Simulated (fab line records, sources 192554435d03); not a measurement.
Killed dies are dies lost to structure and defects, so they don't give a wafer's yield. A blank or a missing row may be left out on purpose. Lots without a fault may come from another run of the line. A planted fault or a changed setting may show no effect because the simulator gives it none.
Chamber matching | flow n5_finfet | N5_BEOL_M14_DESCUM_33 on rie_diel-01: 4 sister chambers
The step chemistry O2, time 7.9 s. 8 wafers are shown with their chamber, then 8 later ones without.

WAFERS WITH THEIR CHAMBER
wafer  | chamber | drypump_motor_current_A (A) | showerhead_plenum_p_Torr (Torr)
L572.4 | 1       | 5.5                         | 2.10
L571.6 | 3       | 6.1                         | 2.03
L578.4 | 2       | 5.9                         | 2.16
L579.6 | 1       | 5.5                         | 2.09
L587.1 | 3       | 6.1                         | 2.02
L587.4 | 0       | 5.5                         | 2.01
L587.6 | 0       | 5.4                         | 2.01
L590.1 | 2       | 5.8                         | 2.15

WAFERS WITHOUT THEIR CHAMBER
wafer  | drypump_motor_current_A (A) | showerhead_plenum_p_Torr (Torr)
L590.3 | 5.5                         | 2.09
L590.5 | 5.5                         | 2.09
L588.1 | 5.4                         | 2.01
L588.5 | 5.9                         | 2.15
L588.6 | 6.1                         | 2.02
L591.2 | 6.1                         | 2.02
L591.4 | 5.9                         | 2.15
L591.6 | 5.5                         | 2.01

WHICH CHAMBER EACH WENT THROUGH
wafer  | from the rows above | in truth
L590.3 | 1                   | 1
L590.5 | 1                   | 1
L588.1 | 0                   | 0
L588.5 | 2                   | 2
L588.6 | 3                   | 3
L591.2 | 3                   | 3
L591.4 | 2                   | 2
L591.6 | 0                   | 0
Placed correctly: 8 of 8. Can't be placed from these rows: 0. Placed wrongly: 0.
How it was worked out, from the rows above alone: a wafer's distance from a chamber is the root of the sum, over the readings, of the square of ((its reading less the chamber's mean) divided by the reading's scatter). The wafer belongs to the nearest chamber; if the next one is less than 2 further off, it can't be placed. A chamber's mean is the mean of its shown wafers. The scatter: the root of (the sum of the squares of (reading less its chamber's mean) over the shown wafers, divided by (wafers less chambers)).
